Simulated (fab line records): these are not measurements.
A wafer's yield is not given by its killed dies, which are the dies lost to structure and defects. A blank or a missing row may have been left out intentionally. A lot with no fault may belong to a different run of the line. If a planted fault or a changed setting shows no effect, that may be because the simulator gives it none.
Struck lot and sound lot, side by side    flow n5-finfet    21 out of 1938 route steps
Sound: these wafers, L372.2, L372.4, L372.6. Struck: wafer L380.5. (L380.3, L380.6 of the same lot were not struck and are left out.) The cause comes at the end.
Per side, at each step with rows, come the tool, then ch with its chambers, and then its first start. Under that, the readings that differ: sound wafers    struck wafers    difference of the means    sigmas: that difference in standard deviations of wafers without a fault.
alike: readings whose means differ by less than 2 such deviations, and words and numbers that are the same on both sides. not compared: withheld readings, readings that some wafer has no value for, bounds like >300 that may hide the same value, and numbers for which the record gives no deviation and whose values overlap.
Wherever a step has rows on one side only, a row that says differs or no value, or a row with sigmas, the two part there. When numbers do not overlap yet have no deviation, they are printed without sigmas and do not part them. A reading that every wafer of one side lacks parts them only if that side has two wafers or more.

first, 8 steps without rows for these wafers: N5_BEOL_M13_COAT_58 (time 60 s, resist thk 89 nm); N5_BEOL_M13_COAT_04 (resist thk 400 nm); N5_BEOL_M13_EBR_06; N5_BEOL_M13_SOFTBAKE_05 (time 60 s); N5_BEOL_M13_EXPOSE_07 (exposes mask V12); N5_BEOL_M13_PEB_08 (peb time 90 s); N5_BEOL_M13_DEVELOP_09 (develop time 45 s); N5_BEOL_M13_HARDBAKE_14 (time 120 s).
N5_BEOL_M13_CD_MEAS_10: target cd 190 nm.
  sound on cd-sem-02 ch 0, day 12 23:39; struck on cd-sem-02 ch 0, day 15 12:29
  alike: cd-nm
N5_BEOL_M13_OVL_MEAS_11:
  sound on overlay-02 ch 0, day 12 23:41; struck on overlay-01 ch 0, day 15 12:31
  alike: V12_OVL
N5_BEOL_M13_INSPECT_12: inspects for defects (macro).
  sound on defect-inspect-01, day 12 23:42; struck on defect-inspect-02, day 15 12:32
  alike: raw-defect-count
N5_BEOL_M13_DESCUM_15: chemistry O2, time 7.9 s.
  sound on rie-diel-05 ch 0,1, day 12 23:44; struck on rie-diel-02 ch 0, day 15 12:37
reading                 sound              struck  difference  sigmas
throttle-valve-pct (%)  20.34 20.12 20.14  20.79   +0.59       +3
  alike: bias-power-w, drypump-motor-current-A, oes-product-au, rf-fwd-power-W, rf-vpp-V, showerhead-plenum-p-Torr
  not compared: rf-hours-counter-h
N5_BEOL_M13_ETCH_59: etches BARC in N2/H2, target depth 89 nm, overetch 26.7 nm, time 67.9 s.
  sound on rie-diel-05 ch 0,1, day 12 23:46; struck on rie-diel-02 ch 0, day 15 12:39
reading                                     sound              struck  difference  sigmas
oes-product-au (a.u.)                       0.60 0.68 0.70     0.51    -0.15       -2
throttle-valve-pct (%)                      17.89 17.34 17.35  18.22   +0.69       +3
model.coat_of_BEOL_M13_COAT_04.thk-nm (nm)  316.8 318.2 317    342.8   +25.5       
model.etch.depth-nm (nm)                    89.02 89.19 89.14  70.63   -18.49      
  alike: drypump-motor-current-A, rf-fwd-power-W, rf-vpp-V, showerhead-plenum-p-Torr
  not compared: rf-hours-counter-h
N5_BEOL_M13_VIA_ETCH_16: etches SiOC in C4F8/O2/Ar, target depth 921.7 nm.
  sound on rie-diel-05 ch 0,1, day 12 23:49; struck on rie-diel-02 ch 0, day 15 12:42
reading                                     sound              struck  difference  sigmas
throttle-valve-pct (%)                      24.02 24.01 24.03  24.76   +0.74       +3
model.coat_of_BEOL_M13_COAT_04.thk-nm (nm)  73.6 68.2 66       92.4    +23.1       
  alike: drypump-motor-current-A, oes-product-au, rf-fwd-power-W, rf-vpp-V, showerhead-plenum-p-Torr
N5_BEOL_M13_STRIP_63: strips in N2/H2.
  sound on plasma-asher-02 ch 0,1, day 13 00:04; struck on plasma-asher-01 ch 0, day 15 12:58
reading                       sound              struck  difference  sigmas
heater-power-w (W)            295 327 296        330     +24         +2
oes-product-au (a.u.)         0.671 0.672 0.670  0.683   +0.012      +3
strip-time-to-endpoint-s (s)  28.7 27.2 26.5     34.1    +6.6        +6
  alike: drypump-motor-current-A
  not compared: rf-hours-counter-h
N5_BEOL_M13_STRIP_64: strips in N2/H2.
  sound on plasma-asher-02 ch 0,1, day 13 00:07; struck on plasma-asher-01 ch 0, day 15 13:02
reading             sound        struck  difference  sigmas
heater-power-w (W)  298 315 297  335     +32         +3
  alike: drypump-motor-current-A, oes-product-au, strip-time-to-endpoint-s
  not compared: rf-hours-counter-h
then, 2 steps without rows for these wafers: N5_BEOL_M13_STRIP_71 (strips in post etch residue remover, time 60 s); N5_BEOL_M13_SRD_72 (time 30 s, dry time 30 s).
N5_BEOL_M13_CD_MEAS_17: target cd 190 nm.
  sound on cd-sem-01, day 13 00:16; struck on cd-sem-01, day 15 13:10
reading     sound              struck  difference  sigmas
cd-nm (nm)  191.6 189.7 190.1  184.3   -6.2        -4
then, 2 steps without rows for these wafers: N5_BEOL_M13_COAT_65 (time 60 s, resist thk 350 nm); N5_PASSIVATION_PROBE_49.

== WHERE THEY PART ==
At N5_BEOL_M13_DESCUM_15 first; at N5_BEOL_M13_CD_MEAS_17 last (within this record only).

WHY: whatever the simulator had introduced
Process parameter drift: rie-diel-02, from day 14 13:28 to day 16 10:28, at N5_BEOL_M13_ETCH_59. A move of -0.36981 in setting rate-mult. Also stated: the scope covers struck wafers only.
